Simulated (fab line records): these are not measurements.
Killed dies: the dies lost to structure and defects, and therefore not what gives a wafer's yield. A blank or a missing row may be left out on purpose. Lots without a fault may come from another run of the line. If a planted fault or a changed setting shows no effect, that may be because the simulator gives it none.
Which of the tools did it? :: flow n5Finfet :: 11 lots with 33 wafers sampled at 3 steps, on a route of 1938 steps

== WHAT EACH GAUGE READ, for each wafer ==
N5_PASSIVATION_CD_MEAS_44: target cd 40000 nm.
lot: L112
measured: day 13 01:37
on: cdSem-02
cdNm (nm): 39991 39991 39999

lot: L113
measured: day 13 01:20
on: cdSem-02
cdNm (nm): 39993 39992 39997

lot: L114
measured: day 13 06:11
on: cdSem-02
cdNm (nm): 40012 40005 39998

lot: L115
measured: day 13 15:37
on: cdSem-03
cdNm (nm): 39988 39995 39998

lot: L116
measured: day 14 05:05
on: cdSem-02
cdNm (nm): 40005 39999 39998

lot: L119
measured: day 14 07:31
on: cdSem-02
cdNm (nm): 39994 39996 39996

lot: L121
measured: day 14 18:04
on: cdSem-01
cdNm (nm): 40006 39999 40005

lot: L123
measured: day 15 14:45
on: cdSem-01
cdNm (nm): 40000 40002 39996

lot: L129
measured: day 17 01:47
on: cdSem-03
cdNm (nm): 39991 39991 39996

lot: L131
measured: day 17 23:29
on: cdSem-02
cdNm (nm): 40002 40001 40003

lot: L133
measured: day 17 16:14
on: cdSem-03
cdNm (nm): 39999 39996 40006

== TOOL THAT RAN EACH LOT (tool first, then ch and the chambers of the sampled wafers, then the start) ==
lot: L112
N5_SDB_STRIP_22: plasmaAsher-01 ch 0,1, day 4 02:26
N5_PASSIVATION_ETCH_15: rieDiel-02 ch 0,1,3, day 13 01:37 or earlier

lot: L113
N5_SDB_STRIP_22: plasmaAsher-02 ch 0,1, day 4 08:51
N5_PASSIVATION_ETCH_15: rieDiel-06 ch 2,3, day 13 01:20 or earlier

lot: L114
N5_SDB_STRIP_22: plasmaAsher-01 ch 0,1, day 4 12:36
N5_PASSIVATION_ETCH_15: rieDiel-06 ch 2,3, day 13 06:11 or earlier

lot: L115
N5_SDB_STRIP_22: plasmaAsher-02 ch 0,1, day 4 20:14
N5_PASSIVATION_ETCH_15: rieDiel-02 ch 0,1,3, day 13 15:37 or earlier

lot: L116
N5_SDB_STRIP_22: plasmaAsher-02 ch 0,1, day 5 01:45
N5_PASSIVATION_ETCH_15: rieDiel-05 ch 0,1,2, day 14 05:05 or earlier

lot: L119
N5_SDB_STRIP_22: plasmaAsher-02 ch 0,1, day 5 18:29
N5_PASSIVATION_ETCH_15: rieDiel-02 ch 0,1, day 14 07:31 or earlier

lot: L121
N5_SDB_STRIP_22: plasmaAsher-01 ch 0,1, day 6 05:32
N5_PASSIVATION_ETCH_15: rieDiel-06 ch 1,2,3, day 14 18:04 or earlier

lot: L123
N5_SDB_STRIP_22: plasmaAsher-02 ch 0,1, day 6 23:52
N5_PASSIVATION_ETCH_15: rieDiel-02 ch 2,3, day 15 14:45 or earlier

lot: L129
N5_SDB_STRIP_22: plasmaAsher-01 ch 0,1, day 8 04:17
N5_PASSIVATION_ETCH_15: rieDiel-05 ch 1,2,3, day 17 01:47 or earlier

lot: L131
N5_SDB_STRIP_22: plasmaAsher-01 ch 1, day 8 19:04
N5_PASSIVATION_ETCH_15: rieDiel-02 ch 0,2,3, day 17 23:29 or earlier

lot: L133
N5_SDB_STRIP_22: plasmaAsher-01 ch 0,1, day 9 07:26
N5_PASSIVATION_ETCH_15: rieDiel-02 ch 0,1, day 17 16:14 or earlier
- N5_SDB_STRIP_22: strips in N2/H2.
- N5_PASSIVATION_ETCH_15: etches SiCN in CF4/N2, target depth 75 nm, time 81.2 s.

== WHAT THE TOOLS THEMSELVES READ (means of the sampled wafers that have a number; where no wafer has one, the mark that the record gives instead) ==
N5_SDB_STRIP_22.
lot: L112
tool: plasmaAsher-01
drypumpMotorCurrentA (A): 6.3
heaterPowerW (W): 391
oesProductAu (a.u.): 0.713
stripTimeToEndpointS (s): 96.4

lot: L113
tool: plasmaAsher-02
drypumpMotorCurrentA (A): 5.6
heaterPowerW (W): 341
oesProductAu (a.u.): 0.713
stripTimeToEndpointS (s): 96.2

lot: L114
tool: plasmaAsher-01
drypumpMotorCurrentA (A): 6.3
heaterPowerW (W): 392
oesProductAu (a.u.): 0.719
stripTimeToEndpointS (s): 96.5

lot: L115
tool: plasmaAsher-02
drypumpMotorCurrentA (A): 5.3
heaterPowerW (W): 354
oesProductAu (a.u.): 0.711
stripTimeToEndpointS (s): 96.1

lot: L116
tool: plasmaAsher-02
drypumpMotorCurrentA (A): 5.5
heaterPowerW (W): 344
oesProductAu (a.u.): 0.715
stripTimeToEndpointS (s): 96.2

lot: L119
tool: plasmaAsher-02
drypumpMotorCurrentA (A): 5.5
heaterPowerW (W): 341
oesProductAu (a.u.): 0.710
stripTimeToEndpointS (s): 96.0

lot: L121
tool: plasmaAsher-01
drypumpMotorCurrentA (A): 6.2
heaterPowerW (W): 377
oesProductAu (a.u.): 0.710
stripTimeToEndpointS (s): 95.3

lot: L123
tool: plasmaAsher-02
drypumpMotorCurrentA (A): 5.6
heaterPowerW (W): 347
oesProductAu (a.u.): 0.714
stripTimeToEndpointS (s): 95.4

lot: L129
tool: plasmaAsher-01
drypumpMotorCurrentA (A): 6.2
heaterPowerW (W): 380
oesProductAu (a.u.): 0.713
stripTimeToEndpointS (s): 95.7

lot: L131
tool: plasmaAsher-01
drypumpMotorCurrentA (A): 6.1
heaterPowerW (W): 369
oesProductAu (a.u.): 0.717
stripTimeToEndpointS (s): 95.7

lot: L133
tool: plasmaAsher-01
drypumpMotorCurrentA (A): 6.3
heaterPowerW (W): 389
oesProductAu (a.u.): 0.711
stripTimeToEndpointS (s): 96.0

N5_PASSIVATION_ETCH_15.
lot: L112
tool: rieDiel-02
biasW (W): 70.03
drypumpMotorCurrentA (A): 5.8
oesProductAu (a.u.): 0.75
rfVppV (V): 381.6
showerheadPlenumPTorr (Torr): 2.13
throttleValvePct (%): 15.41

lot: L113
tool: rieDiel-06
biasW (W): 69.78
drypumpMotorCurrentA (A): 5.9
oesProductAu (a.u.): 0.77
rfVppV (V): 382.8
showerheadPlenumPTorr (Torr): 2.25
throttleValvePct (%): 15.22

lot: L114
tool: rieDiel-06
biasW (W): 69.91
drypumpMotorCurrentA (A): 5.9
oesProductAu (a.u.): 0.78
rfVppV (V): 382.6
showerheadPlenumPTorr (Torr): 2.25
throttleValvePct (%): 15.23

lot: L115
tool: rieDiel-02
biasW (W): 69.97
drypumpMotorCurrentA (A): 5.8
oesProductAu (a.u.): 0.75
rfVppV (V): 380.3
showerheadPlenumPTorr (Torr): 2.13
throttleValvePct (%): 15.43

lot: L116
tool: rieDiel-05
biasW (W): 69.82
drypumpMotorCurrentA (A): 5.7
oesProductAu (a.u.): 0.76
rfVppV (V): 379.5
showerheadPlenumPTorr (Torr): 2.09
throttleValvePct (%): 15.44

lot: L119
tool: rieDiel-02
biasW (W): 69.69
drypumpMotorCurrentA (A): 5.7
oesProductAu (a.u.): 0.70
rfVppV (V): 380.0
showerheadPlenumPTorr (Torr): 2.11
throttleValvePct (%): 15.51

lot: L121
tool: rieDiel-06
biasW (W): 70.27
drypumpMotorCurrentA (A): 5.9
oesProductAu (a.u.): 0.85
rfVppV (V): 384.3
showerheadPlenumPTorr (Torr): 2.26
throttleValvePct (%): 15.20

lot: L123
tool: rieDiel-02
biasW (W): 70.11
drypumpMotorCurrentA (A): 5.9
oesProductAu (a.u.): 0.80
rfVppV (V): 383.3
showerheadPlenumPTorr (Torr): 2.26
throttleValvePct (%): 15.47

lot: L129
tool: rieDiel-05
biasW (W): 70.02
drypumpMotorCurrentA (A): 5.8
oesProductAu (a.u.): 0.80
rfVppV (V): 382.8
showerheadPlenumPTorr (Torr): 2.21
throttleValvePct (%): 15.55

lot: L131
tool: rieDiel-02
biasW (W): 69.93
drypumpMotorCurrentA (A): 5.7
oesProductAu (a.u.): 0.75
rfVppV (V): 381.7
showerheadPlenumPTorr (Torr): 2.20
throttleValvePct (%): 15.50

lot: L133
tool: rieDiel-02
biasW (W): 69.92
drypumpMotorCurrentA (A): 5.7
oesProductAu (a.u.): 0.89
rfVppV (V): 384.8
showerheadPlenumPTorr (Torr): 2.27
throttleValvePct (%): 15.24

== THE ANSWER, worked out from the rows above alone ==
Rule: the usual values come from the lots themselves. Put in order of their means at a reading, lots are off if they are a third of the lots or fewer, leave a main group of 4 or more, and stand apart from it by a gap of 3 or more times the standard deviation of the main group's means; of several such gaps the widest counts. If all means in a main group match to the digits the tables above print for the reading, that group is not used. Also off: a lot with no number at a reading for which 4 or more lots have one. All remaining lots with rows at the step are treated as sound. After the gauges, taken in route order, come the tools' own readings; for these a lot's mean is taken, as printed above. The first step at which some lot is off is used, and at that step the reading that is off furthest; a lot without a number counts as furthest.
No lot is off at any reading shown: from this, nothing can be told.

== WHAT THE SIMULATOR HAD PUT IN ==
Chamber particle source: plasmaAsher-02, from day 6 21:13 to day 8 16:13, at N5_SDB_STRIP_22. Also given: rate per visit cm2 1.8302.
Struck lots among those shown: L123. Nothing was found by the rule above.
